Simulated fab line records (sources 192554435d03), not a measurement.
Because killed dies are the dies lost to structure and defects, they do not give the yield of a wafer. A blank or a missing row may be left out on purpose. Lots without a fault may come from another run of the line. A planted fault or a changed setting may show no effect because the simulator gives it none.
fab line records | flow n5Finfet
record lots=11 | wafers=33 | lastDay=17
route steps=1938 shown FIN_SAQP@97 PASSIVATION@1936
lots that met no fault: taken from a fault-free run of the same line
startH: hours from the record's first day to the start of the lot's first wafer shown | waitH: hours elapsed since this lot's preceding step | " identical to the entry in the row above | L1.1+2: a single row standing in for several wafers | - no value, or no start was given | * or withheld: withheld | < > ~ a bound
route shown NAME@n: NAME is a module with steps in the file, n the number in the route of the first one | usual: mean/standard deviation taken from wafers without a fault | same: alike in all rows | chamber/n: place in a boat | sites: the reading at each site | _std_site: their standard deviation | _edge_site: inner sites' mean taken away from outer sites' mean | radiusMm: how far each site lies from the wafer's centre | mask NAME#n: copy n | behind: the tool/chamber that last shaped the wafer | hold: cause of the lot's hold/its duration in hours/its outcome | device: which transistor (n, p or np) failed to switch | end of line: the tests these same wafers got at the end of their route | step lacking rows: just its recipe | killed: the dies lost at the first sort to structure and to defects; this is not the yield of the wafer | map: a wafer's dies, marking killed ones x, the rest . and places with no die _
set.NAME: the setting the step ran with; set.NAME@STEP: the setting that earlier step ran with | model.NAME: the simulator's own value behind a step, which no gauge read
the route's steps for a sample of lots (tables are steps, rows are wafers)
services: from which hour (startH, from the record's first day; less than 0 if before it) a tool's chamber was out of use, for how many hours, and why
## steps
# step N5_FIN_SAQP_THK_MEAS_05
# usual thkNm=37.8/0.55
lot.wafer | tool         | chamber | startH | waitH | thkNm
L219.2    | filmMetro-02 | -       | 21.82  | 0.1   | 37.7
L219.5    | "            | -       | "      | "     | 38.0
L219.6    | "            | -       | "      | "     | 37.9
L220.1    | filmMetro-01 | -       | 27.12  | 0.1   | 37.4
L220.2    | "            | -       | "      | "     | 37.9
L220.6    | "            | -       | "      | "     | 38.2
L227.2    | filmMetro-01 | -       | 70.05  | 0.1   | 36.8
L227.5    | "            | -       | "      | "     | 37.8
L227.6    | "            | -       | "      | "     | 37.6
L228.2    | filmMetro-02 | -       | 75.91  | 0.1   | 37.7
L228.4    | "            | -       | "      | "     | 38.4
L228.6    | "            | -       | "      | "     | 38.6
L229.1    | filmMetro-02 | -       | 81.36  | 0.1   | 37.3
L229.3    | "            | -       | "      | "     | 37.8
L229.5    | "            | -       | "      | "     | 38.2
L230.3    | filmMetro-01 | -       | 87.27  | 0.1   | 38.0
L230.4    | "            | -       | "      | "     | 38.3
L230.5    | "            | -       | "      | "     | 37.6
L231.3    | filmMetro-02 | -       | 94.17  | 0.1   | 38.3
L231.5    | "            | -       | "      | "     | 36.9
L231.6    | "            | -       | "      | "     | 37.7
L232.2    | filmMetro-01 | -       | 100.80 | 0.1   | 37.6
L232.4    | "            | -       | "      | "     | 37.2
L232.5    | "            | -       | "      | "     | 37.1
L239.3    | filmMetro-02 | -       | 142.97 | 0.1   | 37.6
L239.4    | "            | -       | "      | "     | 38.6
L239.6    | "            | -       | "      | "     | 38.1
L240.4    | filmMetro-01 | -       | 147.17 | 0.0   | 38.9
L240.5    | "            | -       | "      | "     | 38.5
L240.6    | "            | -       | "      | "     | 37.9
L241.2    | filmMetro-02 | -       | 152.97 | 0.1   | 37.8
L241.3    | "            | -       | "      | "     | 38.2
L241.5    | "            | -       | "      | "     | 38.4
# step N5_FIN_SAQP_PECVD_47
# recipe material=a-Si | targetThkA=450 | tempC=400 | precursor=SiH4/He | pressureTorr=3 | rfW=100 | timeS=36.3
# usual chamberPressureTorr=3.001/0.0068 | heaterPowerW=814/56 | showerheadPlenumPTorr=5.67/0.041 | throttleValvePct=18.2/0.79
lot.wafer | tool     | chamber | startH | waitH | chamberPressureTorr | heaterPowerW | showerheadPlenumPTorr | throttleValvePct
L219.2    | pecvd-03 | 1       | 21.85  | 0.0   | 3.010               | 788          | 5.69                  | 19.2
L219.5    | "        | 0       | "      | "     | 3.000               | 737          | 5.72                  | 17.3
L219.6    | "        | 2       | "      | "     | 3.002               | 877          | 5.71                  | 18.8
L220.1    | pecvd-02 | 0       | 27.16  | 0.0   | 3.000               | 726          | 5.71                  | 19.8
L220.2    | "        | 2       | "      | "     | 2.995               | 851          | 5.65                  | 17.9
L220.6    | "        | 0       | "      | "     | 2.996               | 732          | 5.71                  | 19.8
L227.2    | pecvd-02 | 1       | 70.09  | 0.0   | 3.002               | 784          | 5.62                  | 17.8
L227.5    | "        | 0       | "      | "     | 3.006               | 677          | 5.71                  | 19.6
L227.6    | "        | 1       | "      | "     | 3.016               | 753          | 5.64                  | 17.8
L228.2    | pecvd-04 | 1       | 75.94  | 0.0   | 3.000               | 753          | 5.61                  | 17.3
L228.4    | "        | 1       | "      | "     | 3.000               | 777          | 5.60                  | 17.4
L228.6    | "        | 0       | "      | "     | 3.000               | 868          | 5.73                  | 17.5
L229.1    | pecvd-04 | 1       | 81.40  | 0.0   | 3.001               | 746          | 5.61                  | 17.4
L229.3    | "        | 1       | "      | "     | 2.996               | 763          | 5.60                  | 17.5
L229.5    | "        | 1       | "      | "     | 2.993               | 752          | 5.60                  | 17.3
L230.3    | pecvd-02 | 2       | 87.31  | 0.0   | 3.000               | 824          | 5.64                  | 18.1
L230.4    | "        | 2       | "      | "     | 3.000               | 861          | 5.63                  | 18.2
L230.5    | "        | 0       | "      | "     | 3.001               | 672          | 5.72                  | 19.4
L231.3    | pecvd-02 | 0       | 94.21  | 0.0   | 2.993               | 771          | 5.70                  | 19.7
L231.5    | "        | 1       | "      | "     | 2.990               | 791          | 5.64                  | 17.6
L231.6    | "        | 2       | "      | "     | 3.007               | 856          | 5.63                  | 18.2
L232.2    | pecvd-02 | 0       | 100.84 | 0.0   | 2.996               | 757          | 5.68                  | 19.4
L232.4    | "        | 1       | "      | "     | 2.999               | 865          | 5.63                  | 17.7
L232.5    | "        | 0       | "      | "     | 2.998               | 744          | 5.69                  | 19.5
L239.3    | pecvd-02 | 0       | 143.01 | 0.0   | 2.992               | 746          | 5.71                  | 19.4
L239.4    | "        | 0       | "      | "     | 3.001               | 755          | 5.72                  | 19.6
L239.6    | "        | 1       | "      | "     | 2.998               | 897          | 5.64                  | 17.8
L240.4    | pecvd-03 | 2       | 147.23 | 0.1   | 2.997               | 843          | 5.67                  | 18.6
L240.5    | "        | 0       | "      | "     | 3.016               | 794          | 5.72                  | 17.7
L240.6    | "        | 1       | "      | "     | 3.000               | 863          | 5.68                  | 19.0
L241.2    | pecvd-02 | 2       | 153.00 | 0.0   | 2.990               | 855          | 5.63                  | 17.9
L241.3    | "        | 1       | "      | "     | 2.993               | 833          | 5.64                  | 17.7
L241.5    | "        | 1       | "      | "     | 2.998               | 804          | 5.62                  | 18.0
# step N5_FIN_SAQP_EXPOSE_13
# recipe maskId=FIN_CORE | na=1.35 | sourceShape=dipole | sigmaInner=0.538 | sigmaOuter=0.738 | polarization=te | targetCdNm=35.6 | doseMj=63.25
# usual exposureDoseMJCm2=63.21/0.062 | focusOffsetNm=0.0/0.49
lot.wafer | tool           | chamber | startH | waitH | mask       | exposureDoseMJCm2 | focusOffsetNm
L219.2    | arfiScanner-03 | 0       | 22.26  | -     | FIN_CORE#0 | 63.25             | 1.2
L219.5    | "              | 0       | "      | "     | FIN_CORE#0 | 63.24             | 0.2
L219.6    | "              | 0       | "      | "     | FIN_CORE#0 | 63.16             | 1.1
L220.1    | arfiScanner-01 | 0       | 27.68  | -     | FIN_CORE#0 | 63.32             | -0.2
L220.2    | "              | 0       | "      | "     | FIN_CORE#0 | 63.24             | 0.1
L220.6    | "              | 0       | "      | "     | FIN_CORE#0 | 63.27             | 0.3
L227.2    | arfiScanner-02 | 0       | 70.49  | -     | FIN_CORE#0 | 62.11             | 0.1
L227.5    | "              | 0       | "      | "     | FIN_CORE#0 | 62.15             | 0.2
L227.6    | "              | 0       | "      | "     | FIN_CORE#0 | 62.14             | 0.1
L228.2    | arfiScanner-02 | 0       | 76.42  | -     | FIN_CORE#0 | 62.31             | 0.0
L228.4    | "              | 0       | "      | "     | FIN_CORE#0 | 62.27             | -0.6
L228.6    | "              | 0       | "      | "     | FIN_CORE#0 | 62.23             | 0.3
L229.1    | arfiScanner-01 | 0       | 82.00  | -     | FIN_CORE#0 | 63.22             | -0.1
L229.3    | "              | 0       | "      | "     | FIN_CORE#0 | 63.13             | 0.5
L229.5    | "              | 0       | "      | "     | FIN_CORE#0 | 63.16             | 0.9
L230.3    | arfiScanner-01 | 0       | 87.75  | -     | FIN_CORE#0 | 63.22             | 0.1
L230.4    | "              | 0       | "      | "     | FIN_CORE#0 | 63.17             | -0.1
L230.5    | "              | 0       | "      | "     | FIN_CORE#0 | 63.20             | 0.4
L231.3    | arfiScanner-03 | 0       | 94.78  | -     | FIN_CORE#0 | 63.29             | 1.1
L231.5    | "              | 0       | "      | "     | FIN_CORE#0 | 63.21             | 0.3
L231.6    | "              | 0       | "      | "     | FIN_CORE#0 | 63.26             | 0.2
L232.2    | arfiScanner-03 | 0       | 101.27 | -     | FIN_CORE#0 | 63.19             | -0.3
L232.4    | "              | 0       | "      | "     | FIN_CORE#0 | 63.17             | 0.0
L232.5    | "              | 0       | "      | "     | FIN_CORE#0 | 63.14             | -0.8
L239.3    | arfiScanner-03 | 0       | 143.55 | -     | FIN_CORE#0 | 63.16             | 0.1
L239.4    | "              | 0       | "      | "     | FIN_CORE#0 | 63.19             | -0.6
L239.6    | "              | 0       | "      | "     | FIN_CORE#0 | 63.24             | -0.3
L240.4    | arfiScanner-01 | 0       | 147.75 | -     | FIN_CORE#0 | 63.34             | -0.2
L240.5    | "              | 0       | "      | "     | FIN_CORE#0 | 63.30             | 0.3
L240.6    | "              | 0       | "      | "     | FIN_CORE#0 | 63.21             | -0.1
L241.2    | arfiScanner-03 | 0       | 153.56 | -     | FIN_CORE#0 | 63.14             | -0.6
L241.3    | "              | 0       | "      | "     | FIN_CORE#0 | 63.30             | 0.0
L241.5    | "              | 0       | "      | "     | FIN_CORE#0 | 63.21             | -0.4
# step N5_FIN_SAQP_ETCH_51
# recipe chemistry=CF4 | target=SiARC | targetDepthA=455 | maskMaterial=CAR-ArF | timeS=75.8 | ionEnergyEv=80 | pressureMtorr=40 | sourceW=545 | biasW=36 | Ar_flow_sccm=100 | cf4FlowSccm=100 | ends=cleared
# usual drypumpMotorCurrentA=5.8/0.57 | etchRfOnTimeS=76.1/2.3 | oesProductAu=0.66/0.069 | rfVppV=184.0/1.1 | showerheadPlenumPTorr=2.12/0.059 | throttleValvePct=15.58/0.16
lot.wafer | tool       | chamber | startH | waitH | drypumpMotorCurrentA | etchRfOnTimeS | oesProductAu | rfHoursCounterH | rfVppV | showerheadPlenumPTorr | throttleValvePct
L219.2    | rieDiel-06 | 1       | 22.51  | 0.0   | 5.8                  | 81.9          | 0.57         | 202             | 183.9  | 2.20                  | 15.58
L219.5    | "          | 2       | "      | "     | 5.3                  | 75.2          | 0.79         | -               | 184.0  | 2.09                  | 15.15
L219.6    | "          | 0       | "      | "     | 6.4                  | 75.4          | 0.66         | -               | 183.1  | 2.07                  | 15.71
L220.1    | rieDiel-05 | 1       | 28.40  | 0.0   | 6.0                  | 73.2          | 0.83         | 5               | 185.6  | 2.10                  | 15.49
L220.2    | "          | 2       | "      | "     | 5.6                  | 75.6          | 0.71         | 85              | 183.9  | 2.17                  | 15.50
L220.6    | "          | 3       | "      | "     | 6.7                  | 76.0          | 0.66         | -               | 183.0  | 2.06                  | 15.69
L227.2    | rieDiel-06 | 0       | 70.75  | 0.0   | 6.4                  | 76.7          | 0.65         | 124             | 183.2  | 2.07                  | 15.74
L227.5    | "          | 3       | "      | "     | 4.8                  | 74.2          | 0.70         | -               | 184.9  | 2.07                  | 15.38
L227.6    | "          | 2       | "      | "     | 5.3                  | 76.0          | 0.77         | -               | 182.8  | 2.09                  | 15.17
L228.2    | rieDiel-05 | 2       | 76.67  | 0.0   | 5.6                  | 76.2          | 0.69         | 106             | 184.4  | 2.16                  | 15.54
L228.4    | "          | 1       | "      | "     | 6.0                  | 74.1          | 0.77         | 26              | 184.3  | 2.10                  | 15.53
L228.6    | "          | 0       | "      | "     | 5.3                  | 77.9          | 0.60         | -               | 184.6  | 2.21                  | 15.65
L229.1    | rieDiel-05 | 3       | 82.26  | 0.0   | 6.7                  | 76.4          | 0.64         | 170             | 181.9  | 2.05                  | 15.72
L229.3    | "          | 0       | "      | "     | 5.3                  | 78.9          | 0.59         | 190             | 184.9  | 2.21                  | 15.64
L229.5    | "          | 2       | "      | "     | 5.6                  | 76.3          | 0.68         | -               | 183.7  | 2.16                  | 15.52
L230.3    | rieDiel-06 | 2       | 87.99  | 0.0   | 5.3                  | 74.8          | 0.76         | 33              | 183.6  | 2.09                  | 15.18
L230.4    | "          | 3       | "      | "     | 4.8                  | 73.7          | 0.69         | 102             | 183.8  | 2.07                  | 15.42
L230.5    | "          | 3       | "      | "     | 4.8                  | 73.2          | 0.70         | -               | 181.0  | 2.07                  | 15.42
L231.3    | rieDiel-05 | 2       | 95.03  | 0.0   | 5.6                  | 75.3          | 0.69         | 112             | 185.3  | 2.16                  | 15.57
L231.5    | "          | 0       | "      | "     | 5.3                  | 78.9          | 0.59         | -               | 186.6  | 2.21                  | 15.68
L231.6    | "          | 1       | "      | "     | 6.0                  | 73.1          | 0.78         | -               | 184.1  | 2.10                  | 15.53
L232.2    | rieDiel-06 | 0       | 101.53 | 0.0   | 6.4                  | 76.1          | 0.64         | 136             | 183.7  | 2.07                  | 15.74
L232.4    | "          | 1       | "      | "     | 5.8                  | 81.0          | 0.57         | 225             | 183.5  | 2.19                  | 15.64
L232.5    | "          | 3       | "      | "     | 4.8                  | 73.2          | 0.69         | -               | 183.5  | 2.06                  | 15.42
L239.3    | rieDiel-05 | 2       | 143.82 | 0.0   | 5.5                  | 76.6          | 0.67         | 125             | 184.3  | 2.16                  | 15.58
L239.4    | "          | 0       | "      | "     | 5.3                  | 79.2          | 0.58         | 213             | 182.9  | 2.20                  | 15.70
L239.6    | "          | 3       | "      | "     | 6.7                  | 77.7          | 0.62         | -               | 183.9  | 2.04                  | 15.77
L240.4    | rieDiel-06 | 2       | 147.99 | 0.0   | 5.3                  | 77.0          | 0.73         | 52              | 183.1  | 2.08                  | 15.23
L240.5    | "          | 0       | "      | "     | 6.4                  | 76.2          | 0.64         | -               | 182.5  | 2.06                  | 15.78
L240.6    | "          | 3       | "      | "     | 4.8                  | 73.8          | 0.68         | -               | 181.8  | 2.06                  | 15.46
L241.2    | rieDiel-01 | 1       | 153.90 | 0.0   | 5.3                  | 76.2          | 0.64         | 164             | 183.8  | 2.13                  | 15.81
L241.3    | "          | 2       | "      | "     | 6.7                  | 76.6          | 0.66         | 157             | 183.0  | 2.14                  | 15.56
L241.5    | "          | 3       | "      | "     | 5.9                  | 74.0          | 0.59         | -               | 184.1  | 2.19                  | 15.69
# step N5_PASSIVATION_PROBE_49
# usual defectLimitedYield=91.4/1.4 | killed_at_M0_to_M3=33/11 | killed_at_M4_up=13/5.3 | killedAtContacts=13/6.1 | killedAtFrontEnd=40/11 | killedAtOther=2.9/2.7 | killedDies=102/17 | killedOpen=68/13 | killedShort=32/7.5 | sort_bin_4_leakage=0.00/0.022 | sort_bin_5_function=5.1/0.98 | sort_bin_6_memory=3.2/0.69 | sort_bin_8_speed=0.1/1.1 | sortNPass=1077/21 | sortYieldPct=91.3/1.7
# same grossDies=1180 | killedAtBackSide=0
lot.wafer | tool      | chamber | startH | waitH | defectLimitedYield[%] | killed_at_M0_to_M3 | killed_at_M4_up | killedAtContacts | killedAtFrontEnd | killedAtOther | killedDies | killedOpen | killedShort | sort_bin_4_leakage[%] | sort_bin_5_function[%] | sort_bin_6_memory[%] | sort_bin_8_speed[%] | sortNPass | sortYieldPct[%]
L220.1    | prober-02 | -       | 309.07 | 0.0   | 89.7                  | 41                 | 23              | 18               | 37               | 3             | 122        | 86         | 33          | 0                     | 5.9                    | 4.2                  | 0                   | 1058      | 89.7
L220.2    | prober-02 | -       | 309.12 | 0.1   | 89.1                  | 43                 | 15              | 17               | 52               | 2             | 129        | 97         | 26          | 0                     | 6.4                    | 4.0                  | 0                   | 1051      | 89.1
L220.6    | prober-02 | -       | 309.32 | 0.3   | 91.0                  | 30                 | 15              | 13               | 37               | 11            | 106        | 76         | 28          | 0                     | 5.3                    | 3.4                  | 0                   | 1074      | 91.0
L232.2    | prober-01 | -       | 373.97 | 0.1   | 91.7                  | 24                 | 11              | 9                | 53               | 1             | 98         | 62         | 35          | 0                     | 4.7                    | 3.1                  | 0                   | 1082      | 91.7
L232.4    | prober-01 | -       | 374.07 | 0.2   | 91.2                  | 29                 | 13              | 9                | 51               | 2             | 104        | 66         | 38          | 0                     | 4.7                    | 3.9                  | 0.2                 | 1074      | 91.0
L232.5    | prober-01 | -       | 374.12 | 0.2   | 90.8                  | 32                 | 6               | 21               | 49               | 1             | 109        | 77         | 32          | 0                     | 5.2                    | 3.7                  | 0                   | 1071      | 90.8
L239.3    | prober-01 | -       | 409.07 | 0.1   | 90.2                  | 38                 | 10              | 34               | 30               | 4             | 116        | 80         | 35          | 0                     | 5.8                    | 3.7                  | 0                   | 1064      | 90.2
L239.4    | prober-01 | -       | 409.12 | 0.2   | 89.1                  | 40                 | 9               | 22               | 45               | 13            | 129        | 91         | 35          | 0                     | 6.3                    | 4.5                  | 0                   | 1051      | 89.1
L239.6    | prober-01 | -       | 409.22 | 0.3   | 90.9                  | 34                 | 18              | 30               | 21               | 4             | 107        | 81         | 25          | 0                     | 5.1                    | 3.7                  | 0                   | 1073      | 90.9
L241.2    | prober-02 | -       | 419.63 | 0.1   | 92.7                  | 24                 | 15              | 10               | 36               | 1             | 86         | 57         | 28          | 0                     | 3.8                    | 3.2                  | 0                   | 1094      | 92.7
L241.3    | prober-02 | -       | 419.68 | 0.1   | 90.7                  | 32                 | 25              | 14               | 33               | 6             | 110        | 74         | 34          | 0                     | 4.7                    | 4.6                  | 0                   | 1070      | 90.7
L241.5    | prober-02 | -       | 419.78 | 0.2   | 92.6                  | 26                 | 14              | 9                | 35               | 3             | 87         | 62         | 25          | 0                     | 3.6                    | 3.3                  | 0                   | 1093      | 92.6
# killed by level:class
L220.1 BEOL_M4:geometricParticle:open=16 MOL_CONTACT_COAG:geometricParticle:open=13 DUMMY_GATE:geometricParticle:open=12 BEOL_M0_SAQP:geometricParticle:short=11 BEOL_M3:geometricParticle:open=9 BEOL_M0_SAQP:geometricParticle:open=7 GATE_CUT:geometricParticle:short=6 STARTING-WAFER:geometricParticle:open=6
L220.2 STI_FIN_REVEAL:geometricParticle:open=14 MOL_CONTACT_COAG:geometricParticle:open=14 BEOL_M1:geometricParticle:open=12 BEOL_M0_SAQP:geometricParticle:open=11 BEOL_M4:geometricParticle:open=10 DUMMY_GATE:geometricParticle:open=9 BEOL_M2:geometricParticle:open=6 STARTING-WAFER:geometricParticle:open=6
L220.6 BEOL_M1:geometricParticle:open=10 BEOL_M4:geometricParticle:open=10 STI_FIN_REVEAL:geometricParticle:open=9 DUMMY_GATE:geometricParticle:open=9 MOL_CONTACT_COAG:geometricParticle:open=9 FIN_SAQP:geometricParticle:open=6 BEOL_M0_SAQP:geometricParticle:open=6 PASS1_CAP:geometricParticle:short=5
L232.2 FIN_SAQP:geometricParticle:short=23 FIN_SAQP:geometricParticle:open=16 BEOL_M3:geometricParticle:open=9 STI_FIN_REVEAL:geometricParticle:open=6 MOL_CONTACT_COAG:geometricParticle:open=6 BEOL_M1:geometricParticle:open=4 BEOL_M4:geometricParticle:open=4 MOL_CONTACT_COAG:geometricParticle:short=3
L232.4 BEOL_M3:geometricParticle:open=10 FIN_SAQP:geometricParticle:short=9 FIN_SAQP:geometricParticle:open=8 MOL_CONTACT_COAG:geometricParticle:open=8 STI_FIN_REVEAL:geometricParticle:open=6 STARTING-WAFER:geometricParticle:open=6 STARTING-WAFER:geometricParticle:short=4 GATE_CUT:geometricParticle:short=4
L232.5 FIN_SAQP:geometricParticle:open=21 MOL_CONTACT_COAG:geometricParticle:open=18 BEOL_M3:geometricParticle:open=9 FIN_SAQP:geometricParticle:short=8 BEOL_M1:geometricParticle:open=5 DUMMY_GATE:geometricParticle:open=4 BEOL_M0_SAQP:geometricParticle:open=4 BEOL_M0_SAQP:geometricParticle:short=4
L239.3 MOL_CONTACT_COAG:geometricParticle:open=31 BEOL_M0_SAQP:geometricParticle:short=8 BEOL_M1:geometricParticle:open=8 BEOL_M3:geometricParticle:open=8 GATE_CUT:geometricParticle:short=6 BEOL_M0_SAQP:geometricParticle:open=5 STI_FIN_REVEAL:geometricParticle:open=4 BEOL_M2:geometricParticle:open=4
L239.4 STI_FIN_REVEAL:geometricParticle:open=19 MOL_CONTACT_COAG:geometricParticle:open=19 BEOL_M0_SAQP:geometricParticle:short=9 BEOL_M1:geometricParticle:open=9 BEOL_M4:geometricParticle:open=7 BEOL_M0_SAQP:geometricParticle:open=6 BEOL_M2:geometricParticle:open=6 PASS1_CAP:geometricParticle:open=5
L239.6 MOL_CONTACT_COAG:geometricParticle:open=25 BEOL_M0_SAQP:geometricParticle:open=11 BEOL_M2:geometricParticle:open=10 BEOL_M4:geometricParticle:open=10 MOL_CONTACT_COAG:geometricParticle:short=5 FIN_SAQP:geometricParticle:open=3 DUMMY_GATE:geometricParticle:short=3 ILD0:geometricParticle:open=3
L241.2 FIN_SAQP:geometricParticle:short=10 BEOL_M4:geometricParticle:open=10 FIN_SAQP:geometricParticle:open=9 MOL_CONTACT_COAG:geometricParticle:open=9 STI_FIN_REVEAL:geometricParticle:open=6 BEOL_M1:geometricParticle:open=6 BEOL_M0_SAQP:geometricParticle:short=5 BEOL_M0:geometricParticle:open=5
L241.3 MOL_CONTACT_COAG:geometricParticle:open=14 BEOL_M0_SAQP:geometricParticle:open=11 BEOL_M4:geometricParticle:open=11 FIN_SAQP:geometricParticle:open=10 BEOL_M0_SAQP:geometricParticle:short=9 FIN_SAQP:geometricParticle:short=7 STI_FIN_REVEAL:geometricParticle:open=5 BEOL_M1:geometricParticle:open=5
L241.5 BEOL_M1:geometricParticle:open=10 MOL_CONTACT_COAG:geometricParticle:open=8 FIN_SAQP:geometricParticle:open=7 FIN_SAQP:geometricParticle:short=7 BEOL_M4:geometricParticle:open=6 GATE_CUT:geometricParticle:short=6 DUMMY_GATE:geometricParticle:open=5 BEOL_M2:geometricParticle:open=4
## services
tool           | chamber | startH | hours | kind
pecvd-02       | -       | 10.60  | 1.0   | repair
rieDiel-06     | 3       | 11.49  | 25.0  | repair
arfiScanner-01 | -       | 11.69  | 1.0   | repair
arfiScanner-03 | -       | 26.19  | 1.0   | pm
arfiScanner-03 | -       | 30.74  | 1.5   | repair
arfiScanner-01 | -       | 34.29  | 1.3   | pm
rieDiel-05     | 3       | 37.37  | 5.1   | repair
rieDiel-06     | 3       | 48.71  | 11.7  | repair
rieDiel-06     | -       | 52.18  | 15.6  | pm
arfiScanner-03 | -       | 72.07  | 11.6  | repair
rieDiel-06     | 1       | 78.17  | 4.5   | repair
arfiScanner-01 | -       | 80.63  | 0.9   | repair
rieDiel-05     | -       | 88.48  | 0.2   | repair
pecvd-02       | -       | 91.39  | 1.7   | repair
arfiScanner-03 | -       | 95.45  | 1.3   | pm
arfiScanner-01 | -       | 104.27 | 1.0   | pm
rieDiel-05     | 2       | 106.14 | 16.1  | repair
arfiScanner-03 | -       | 106.32 | 1.0   | pm
arfiScanner-03 | -       | 108.31 | 1.1   | repair
arfiScanner-01 | -       | 114.10 | 3.9   | pm
rieDiel-05     | 1       | 116.27 | 3.7   | repair
rieDiel-06     | 2       | 128.59 | 2.3   | repair
arfiScanner-03 | -       | 133.34 | 0.8   | pm
arfiScanner-03 | -       | 134.78 | 0.7   | repair
## key
firstSign step=N5_FIN_SAQP_EXPOSE_13 | reading=exposureDoseMJCm2 | direction=down | sigmas=16 | usual=63.21 | struck=62.20
effect none on later readings
metAt N5_FIN_SAQP_EXPOSE_13
struckLots L227,L228
rowsEnd L227.2,L227.5,L227.6,L228.2,L228.4,L228.6
loopTrim step=N5_FIN_SAQP_EXPOSE_13 | setting=dose | lots=L228
notActingAt N5_FIN_SAQP_THK_MEAS_05,N5_FIN_SAQP_PECVD_47,N5_FIN_SAQP_ETCH_51
fault kind=processParameterDrift | tool=arfiScanner-02 | chamber=- | onsetH=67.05 | steps=N5_FIN_SAQP_EXPOSE_13 | channel=doseMj | offset=-1.135 | shape=step | actsIn=theseRecipesOnly | stated=63.25
# rowsEnd: these wafers met a further fault down the route, and their rows from its step on are left out
# loopTrim: a control loop set the setting to another value than it would have without faults
